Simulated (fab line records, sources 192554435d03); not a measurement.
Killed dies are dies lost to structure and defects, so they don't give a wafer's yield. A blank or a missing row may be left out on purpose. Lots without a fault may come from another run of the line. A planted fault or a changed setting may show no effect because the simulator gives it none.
Chamber matching | flow n5_finfet | N5_FIN_SAQP_HM_OPEN_33 on rie_diel-04: 4 sister chambers
The step chemistry CH3F/O2, target SiNx, target depth 49.4 nm, time 70.6 s. 16 wafers are shown with their chamber, then 8 later ones without.

WAFERS WITH THEIR CHAMBER
wafer  | chamber | drypump_motor_current_A (A) | throttle_valve_pct (%) | oes_product_au (a.u.)
L075.2 | 2       | 5.9                         | 15.99                  | 0.73
L075.5 | 3       | 5.6                         | 16.73                  | 0.61
L075.6 | 0       | 5.3                         | 16.30                  | 0.64
L081.1 | 3       | 5.6                         | 16.73                  | 0.61
L081.3 | 2       | 6.0                         | 16.00                  | 0.72
L081.4 | 1       | 5.5                         | 16.43                  | 0.74
L082.2 | 1       | 5.5                         | 16.43                  | 0.74
L082.4 | 2       | 6.0                         | 16.00                  | 0.71
L082.5 | 3       | 5.6                         | 16.76                  | 0.60
L084.1 | 3       | 5.6                         | 16.76                  | 0.61
L084.5 | 3       | 5.6                         | 16.76                  | 0.61
L084.6 | 0       | 5.3                         | 16.34                  | 0.63
L085.2 | 2       | 6.0                         | 16.02                  | 0.72
L085.3 | 3       | 5.6                         | 16.77                  | 0.61
L085.4 | 1       | 5.5                         | 16.44                  | 0.74
L086.1 | 3       | 5.6                         | 16.78                  | 0.61

SIGNATURES (means of the wafers above)
reading                 | chamber 0 | chamber 1 | chamber 2 | chamber 3 | scatter within a chamber
drypump_motor_current_A | 5.300     | 5.500     | 5.975     | 5.600     | 0.025
throttle_valve_pct      | 16.3200   | 16.4333   | 16.0025   | 16.7557   | 0.0171
oes_product_au          | 0.6350    | 0.7400    | 0.7200    | 0.6086    | 0.00529
Rule: a wafer's distance from a chamber is the root of the sum, over the readings, of the square of ((its reading less the chamber's mean) divided by the reading's scatter). The wafer belongs to the nearest chamber; if the next one is less than 2 further off, it can't be placed. The scatter: the root of (the sum of the squares of (reading less its chamber's mean) over the shown wafers, divided by (wafers less chambers)).

WAFERS WITHOUT THEIR CHAMBER
wafer  | drypump_motor_current_A (A) | throttle_valve_pct (%) | oes_product_au (a.u.)
L086.3 | 5.3                         | 16.35                  | 0.63
L086.5 | 5.3                         | 16.36                  | 0.63
L090.2 | 5.5                         | 16.46                  | 0.72
L090.3 | 5.3                         | 16.36                  | 0.62
L090.5 | 5.6                         | 16.80                  | 0.60
L096.2 | 5.9                         | 16.06                  | 0.68
L096.4 | 5.3                         | 16.38                  | 0.61
L096.5 | 5.6                         | 16.81                  | 0.59

WHICH CHAMBER EACH WENT THROUGH
wafer  | from the rows above | in truth
L086.3 | 0                   | 0
L086.5 | 0                   | 0
L090.2 | 1                   | 1
L090.3 | 0                   | 0
L090.5 | 3                   | 3
L096.2 | 2                   | 2
L096.4 | 0                   | 0
L096.5 | 3                   | 3
Placed correctly: 8 of 8. Can't be placed from these rows: 0. Placed wrongly: 0.
